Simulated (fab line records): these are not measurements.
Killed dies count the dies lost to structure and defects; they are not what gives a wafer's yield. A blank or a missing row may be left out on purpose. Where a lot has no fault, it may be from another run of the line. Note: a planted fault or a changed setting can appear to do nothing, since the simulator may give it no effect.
Which of the tools did it? || flow nand harc || Sampling: 12 lots, 36 wafers, 6 of 1302 route steps

WHAT EACH GAUGE READ, for each wafer
NHARC_A_SLIT_OVL_MEAS_10.
{"lot": "L270", "measured": "day 21 16:04", "on": "overlay-01", "overlay x nm (nm)": "1.4 0.9 1.0", "overlay y nm (nm)": "0.7 0.2 -0.1"}
{"lot": "L271", "measured": "day 21 19:14", "on": "overlay-02", "overlay x nm (nm)": "0.5 0.9 0.1", "overlay y nm (nm)": "2.1 1.6 1.5"}
{"lot": "L272", "measured": "day 22 01:33", "on": "overlay-01", "overlay x nm (nm)": "0.4 0.4 0.7", "overlay y nm (nm)": "1.0 0.3 1.0"}
{"lot": "L277", "measured": "day 23 21:20", "on": "overlay-02", "overlay x nm (nm)": "-0.4 -0.3 -0.2", "overlay y nm (nm)": "1.0 0.7 0.4"}
{"lot": "L281", "measured": "day 25 00:40", "on": "overlay-02", "overlay x nm (nm)": "-0.5 -0.3 -0.1", "overlay y nm (nm)": "-0.3 -0.6 -0.6"}
{"lot": "L282", "measured": "day 25 01:18", "on": "overlay-01", "overlay x nm (nm)": "0.9 0.7 0.6", "overlay y nm (nm)": "-0.6 -0.7 -0.9"}
{"lot": "L280", "measured": "day 25 05:07", "on": "overlay-01", "overlay x nm (nm)": "1.0 0.7 1.0", "overlay y nm (nm)": "1.8 0.4 1.3"}
{"lot": "L283", "measured": "day 26 00:56", "on": "overlay-01", "overlay x nm (nm)": "-0.4 -0.7 -0.7", "overlay y nm (nm)": "0.4 0.9 1.0"}
{"lot": "L285", "measured": "day 27 04:54", "on": "overlay-01", "overlay x nm (nm)": "-0.5 -0.6 -0.5", "overlay y nm (nm)": "-1.7 -1.5 -2.1"}
{"lot": "L286", "measured": "day 27 05:13", "on": "overlay-02", "overlay x nm (nm)": "2.1 2.4 1.6", "overlay y nm (nm)": "-1.1 -1.0 -1.3"}
{"lot": "L288", "measured": "day 28 13:20", "on": "overlay-02", "overlay x nm (nm)": "0.6 0.1 0.4", "overlay y nm (nm)": "0.5 0.7 0.6"}
{"lot": "L289", "measured": "day 28 13:30", "on": "overlay-01", "overlay x nm (nm)": "0.8 0.7 0.7", "overlay y nm (nm)": "1.1 0.6 1.0"}

NHARC_A_SIN_REMOVE_INSPECT_04.
{"lot": "L270", "measured": "day 22 04:44", "on": "defect inspect-01", "raw defect count": "1707 1797 1753"}
{"lot": "L271", "measured": "day 22 09:19", "on": "defect inspect-02", "raw defect count": "1802 1836 1810"}
{"lot": "L272", "measured": "day 22 17:56", "on": "defect inspect-01", "raw defect count": "1813 1847 1822"}
{"lot": "L277", "measured": "day 24 10:21", "on": "defect inspect-02", "raw defect count": "407 291 470"}
{"lot": "L281", "measured": "day 25 13:46", "on": "defect inspect-02", "raw defect count": "382 430 356"}
{"lot": "L282", "measured": "day 25 17:34", "on": "defect inspect-02", "raw defect count": "400 338 336"}
{"lot": "L280", "measured": "day 25 17:34", "on": "defect inspect-01", "raw defect count": "291 200 297"}
{"lot": "L283", "measured": "day 26 14:07", "on": "defect inspect-01", "raw defect count": "306 322 369"}
{"lot": "L285", "measured": "day 27 18:04", "on": "defect inspect-02", "raw defect count": "376 519 347"}
{"lot": "L286", "measured": "day 27 18:04", "on": "defect inspect-02", "raw defect count": "424 367 274"}
{"lot": "L288", "measured": "day 29 02:17", "on": "defect inspect-02", "raw defect count": "314 383 316"}
{"lot": "L289", "measured": "day 29 05:17", "on": "defect inspect-01", "raw defect count": "264 319 288"}

NHARC_END_SORT_01.
{"lot": "L270", "measured": "day 26 09:13", "on": "prober-02", "killed at array": "125 72 129", "killed at other": "0 0 1", "killed at periphery": "4 3 7", "killed dies": "129 75 137", "killed open": "6 3 6", "killed short": "3 3 2"}
{"lot": "L271", "measured": "day 26 00:51", "on": "prober-01", "killed at array": "167 139 143", "killed at other": "1 2 4", "killed at periphery": "1 2 1", "killed dies": "169 143 148", "killed open": "5 2 1", "killed short": "1 3 2"}
{"lot": "L272", "measured": "day 26 20:16", "on": "prober-01", "killed at array": "170 120 146", "killed at other": "1 1 1", "killed at periphery": "6 5 5", "killed dies": "177 126 152", "killed open": "3 5 4", "killed short": "7 2 1"}

TOOL THAT RAN EACH LOT (tool first, then ch and the chambers of the sampled wafers, then the start)
{"lot": "L270", "NHARC_A_SLIT_ETCH_17": "har etch-02 ch 0,1, day 21 18:01", "NHARC_A_SLIT_ETCH_29": "rie diel-06 ch 0,1,2, day 21 21:57", "NHARC_A_SLIT_PRECLEAN_19": "wet bench-06 ch 0,2,7, day 21 22:21"}
{"lot": "L271", "NHARC_A_SLIT_ETCH_17": "har etch-02 ch 0,1, day 21 21:15", "NHARC_A_SLIT_ETCH_29": "rie diel-06 ch 0,2,3, day 22 01:47", "NHARC_A_SLIT_PRECLEAN_19": "wet bench-06 ch 3,5,6, day 22 02:10"}
{"lot": "L272", "NHARC_A_SLIT_ETCH_17": "har etch-01 ch 0,1, day 22 06:10", "NHARC_A_SLIT_ETCH_29": "rie diel-04 ch 0,1, day 22 10:42", "NHARC_A_SLIT_PRECLEAN_19": "wet bench-06 ch 2,3,4, day 22 11:07"}
{"lot": "L277", "NHARC_A_SLIT_ETCH_17": "har etch-02 ch 0,1, day 23 23:53", "NHARC_A_SLIT_ETCH_29": "rie diel-06 ch 0,1,3, day 24 03:08", "NHARC_A_SLIT_PRECLEAN_19": "wet bench-04 ch 2,4,5, day 24 03:31"}
{"lot": "L281", "NHARC_A_SLIT_ETCH_17": "har etch-01 ch 0, day 25 02:37", "NHARC_A_SLIT_ETCH_29": "rie diel-08 ch 0,1, day 25 06:32", "NHARC_A_SLIT_PRECLEAN_19": "wet bench-06 ch 3,4,7, day 25 06:56"}
{"lot": "L282", "NHARC_A_SLIT_ETCH_17": "har etch-01 ch 0,1, day 25 06:26", "NHARC_A_SLIT_ETCH_29": "rie diel-08 ch 0,2,3, day 25 10:21", "NHARC_A_SLIT_PRECLEAN_19": "wet bench-04 ch 3,5,6, day 25 10:44"}
{"lot": "L280", "NHARC_A_SLIT_ETCH_17": "har etch-02 ch 0,1, day 25 06:28", "NHARC_A_SLIT_ETCH_29": "rie diel-04 ch 1,2,3, day 25 10:59", "NHARC_A_SLIT_PRECLEAN_19": "wet bench-06 ch 0,1,3, day 25 11:22"}
{"lot": "L283", "NHARC_A_SLIT_ETCH_17": "har etch-02 ch 0,1, day 26 02:18", "NHARC_A_SLIT_ETCH_29": "rie diel-08 ch 1,2,3, day 26 06:50", "NHARC_A_SLIT_PRECLEAN_19": "wet bench-06 ch 2,3,4, day 26 07:14"}
{"lot": "L285", "NHARC_A_SLIT_ETCH_17": "har etch-01 ch 0,1, day 27 06:16", "NHARC_A_SLIT_ETCH_29": "rie diel-06 ch 1,2, day 27 10:50", "NHARC_A_SLIT_PRECLEAN_19": "wet bench-06 ch 1,5,6, day 27 11:17"}
{"lot": "L286", "NHARC_A_SLIT_ETCH_17": "har etch-02 ch 0,1, day 27 06:54", "NHARC_A_SLIT_ETCH_29": "rie diel-08 ch 0,1,3, day 27 11:25", "NHARC_A_SLIT_PRECLEAN_19": "wet bench-04 ch 2,3,6, day 27 11:49"}
{"lot": "L288", "NHARC_A_SLIT_ETCH_17": "har etch-01 ch 0,1, day 28 15:18", "NHARC_A_SLIT_ETCH_29": "rie diel-04 ch 1,2, day 28 19:10", "NHARC_A_SLIT_PRECLEAN_19": "wet bench-06 ch 0,6,7, day 28 19:34"}
{"lot": "L289", "NHARC_A_SLIT_ETCH_17": "har etch-02 ch 0,1, day 28 18:13", "NHARC_A_SLIT_ETCH_29": "rie diel-08 ch 0,1, day 28 22:07", "NHARC_A_SLIT_PRECLEAN_19": "wet bench-01 ch 1,2,7, day 28 22:31"}
- NHARC_A_SLIT_ETCH_17: etches the open film in C4F8/O2/Ar, time 4254.5 s, target depth 20300 nm.
- NHARC_A_SLIT_ETCH_29: etches the open film in CF4/O2, target depth 100 nm, overetch 10 nm, time 55 s.
- NHARC_A_SLIT_PRECLEAN_19: cleans in SC1.

AS READ BY THE TOOLS THEMSELVES (means over the sampled wafers that have a number; for cases with no such wafer, the mark the record gives instead)
NHARC_A_SLIT_ETCH_17.
{"lot": "L270", "tool": "har etch-02", "drypump motor current A (A)": 6.0, "showerhead plenum p Torr (Torr)": 3.89, "throttle valve pct (%)": 32.044}
{"lot": "L271", "tool": "har etch-02", "drypump motor current A (A)": 6.0, "showerhead plenum p Torr (Torr)": 3.89, "throttle valve pct (%)": 32.040}
{"lot": "L272", "tool": "har etch-01", "drypump motor current A (A)": 6.1, "showerhead plenum p Torr (Torr)": 3.53, "throttle valve pct (%)": 32.043}
{"lot": "L277", "tool": "har etch-02", "drypump motor current A (A)": 6.0, "showerhead plenum p Torr (Torr)": 3.87, "throttle valve pct (%)": 32.046}
{"lot": "L281", "tool": "har etch-01", "drypump motor current A (A)": 6.2, "showerhead plenum p Torr (Torr)": 3.47, "throttle valve pct (%)": 32.047}
{"lot": "L282", "tool": "har etch-01", "drypump motor current A (A)": 6.0, "showerhead plenum p Torr (Torr)": 3.56, "throttle valve pct (%)": 32.039}
{"lot": "L280", "tool": "har etch-02", "drypump motor current A (A)": 6.0, "showerhead plenum p Torr (Torr)": 3.86, "throttle valve pct (%)": 32.049}
{"lot": "L283", "tool": "har etch-02", "drypump motor current A (A)": 6.0, "showerhead plenum p Torr (Torr)": 3.86, "throttle valve pct (%)": 32.055}
{"lot": "L285", "tool": "har etch-01", "drypump motor current A (A)": 6.0, "showerhead plenum p Torr (Torr)": 3.54, "throttle valve pct (%)": 32.046}
{"lot": "L286", "tool": "har etch-02", "drypump motor current A (A)": 6.3, "showerhead plenum p Torr (Torr)": 3.83, "throttle valve pct (%)": 32.054}
{"lot": "L288", "tool": "har etch-01", "drypump motor current A (A)": 6.1, "showerhead plenum p Torr (Torr)": 3.49, "throttle valve pct (%)": 32.040}
{"lot": "L289", "tool": "har etch-02", "drypump motor current A (A)": 6.0, "showerhead plenum p Torr (Torr)": 3.84, "throttle valve pct (%)": 32.045}

NHARC_A_SLIT_ETCH_29.
{"lot": "L270", "tool": "rie diel-06", "drypump motor current A (A)": 5.5, "oes product au (a.u.)": 0.993, "rf vpp V (V)": 196.8, "showerhead plenum p Torr (Torr)": 1.34, "throttle valve pct (%)": 13.390}
{"lot": "L271", "tool": "rie diel-06", "drypump motor current A (A)": 5.5, "oes product au (a.u.)": 0.989, "rf vpp V (V)": 198.5, "showerhead plenum p Torr (Torr)": 1.35, "throttle valve pct (%)": 13.399}
{"lot": "L272", "tool": "rie diel-04", "drypump motor current A (A)": 6.1, "oes product au (a.u.)": 0.997, "rf vpp V (V)": 196.6, "showerhead plenum p Torr (Torr)": 1.30, "throttle valve pct (%)": 13.389}
{"lot": "L277", "tool": "rie diel-06", "drypump motor current A (A)": 5.6, "oes product au (a.u.)": 0.992, "rf vpp V (V)": 197.0, "showerhead plenum p Torr (Torr)": 1.34, "throttle valve pct (%)": 13.402}
{"lot": "L281", "tool": "rie diel-08", "drypump motor current A (A)": 5.6, "oes product au (a.u.)": 1.005, "rf vpp V (V)": 197.5, "showerhead plenum p Torr (Torr)": 1.33, "throttle valve pct (%)": 13.400}
{"lot": "L282", "tool": "rie diel-08", "drypump motor current A (A)": 5.8, "oes product au (a.u.)": 1.003, "rf vpp V (V)": 197.5, "showerhead plenum p Torr (Torr)": 1.34, "throttle valve pct (%)": 13.401}
{"lot": "L280", "tool": "rie diel-04", "drypump motor current A (A)": 5.6, "oes product au (a.u.)": 1.001, "rf vpp V (V)": 198.4, "showerhead plenum p Torr (Torr)": 1.36, "throttle valve pct (%)": 13.398}
{"lot": "L283", "tool": "rie diel-08", "drypump motor current A (A)": 5.7, "oes product au (a.u.)": 1.007, "rf vpp V (V)": 196.4, "showerhead plenum p Torr (Torr)": 1.30, "throttle valve pct (%)": 13.403}
{"lot": "L285", "tool": "rie diel-06", "drypump motor current A (A)": 5.9, "oes product au (a.u.)": 0.996, "rf vpp V (V)": 197.4, "showerhead plenum p Torr (Torr)": 1.36, "throttle valve pct (%)": 13.385}
{"lot": "L286", "tool": "rie diel-08", "drypump motor current A (A)": 5.8, "oes product au (a.u.)": 1.004, "rf vpp V (V)": 198.0, "showerhead plenum p Torr (Torr)": 1.34, "throttle valve pct (%)": 13.398}
{"lot": "L288", "tool": "rie diel-04", "drypump motor current A (A)": 5.8, "oes product au (a.u.)": 0.985, "rf vpp V (V)": 198.1, "showerhead plenum p Torr (Torr)": 1.35, "throttle valve pct (%)": 13.405}
{"lot": "L289", "tool": "rie diel-08", "drypump motor current A (A)": 5.6, "oes product au (a.u.)": 0.997, "rf vpp V (V)": 197.2, "showerhead plenum p Torr (Torr)": 1.33, "throttle valve pct (%)": 13.399}

NHARC_A_SLIT_PRECLEAN_19.
{"lot": "L270", "tool": "wet bench-06", "bath guard temp C (C)": 50.1}
{"lot": "L271", "tool": "wet bench-06", "bath guard temp C (C)": 49.9}
{"lot": "L272", "tool": "wet bench-06", "bath guard temp C (C)": 49.6}
{"lot": "L277", "tool": "wet bench-04", "bath guard temp C (C)": 50.1}
{"lot": "L281", "tool": "wet bench-06", "bath guard temp C (C)": 49.7}
{"lot": "L282", "tool": "wet bench-04", "bath guard temp C (C)": 49.8}
{"lot": "L280", "tool": "wet bench-06", "bath guard temp C (C)": 50.3}
{"lot": "L283", "tool": "wet bench-06", "bath guard temp C (C)": 49.9}
{"lot": "L285", "tool": "wet bench-06", "bath guard temp C (C)": 50.5}
{"lot": "L286", "tool": "wet bench-04", "bath guard temp C (C)": 49.4}
{"lot": "L288", "tool": "wet bench-06", "bath guard temp C (C)": 50.2}
{"lot": "L289", "tool": "wet bench-01", "bath guard temp C (C)": 50.2}

THE ANSWER, worked out from the rows above alone
Rule: what is usual is taken from the lots themselves. The widest of any qualifying gaps counts: lots, ordered by their means at a reading, are off when they make up no more than a third of the lots, leave a main group of 4 or more, and stand apart from it by 3 or more times the standard deviation of that group's means. A main group is skipped when, at the precision printed for the reading in the tables above, its means are all equal. A lot without any number at a reading at which 4 lots or more have one is off too. Where the step has rows for the other lots, those lots are counted as sound. After the gauges, taken in route order, come the tools' own readings; for these a lot's mean is taken, as printed above. At the first step where some lot is off, the reading lying furthest off is the one used; lots without a number count as furthest.
Off: L270, L271, L272, at NHARC_A_SIN_REMOVE_INSPECT_04 (raw defect count). The main group has a mean of 348 with a standard deviation of 46.
A tool fits if, at a process step before that reading, it ran every lot that is off, and no sound lot after the first of them. Those tools and the gauges at NHARC_A_SIN_REMOVE_INSPECT_04 are tried in the same way. Of those tried, none fits.

WHAT HAD BEEN PUT IN BY THE SIMULATOR
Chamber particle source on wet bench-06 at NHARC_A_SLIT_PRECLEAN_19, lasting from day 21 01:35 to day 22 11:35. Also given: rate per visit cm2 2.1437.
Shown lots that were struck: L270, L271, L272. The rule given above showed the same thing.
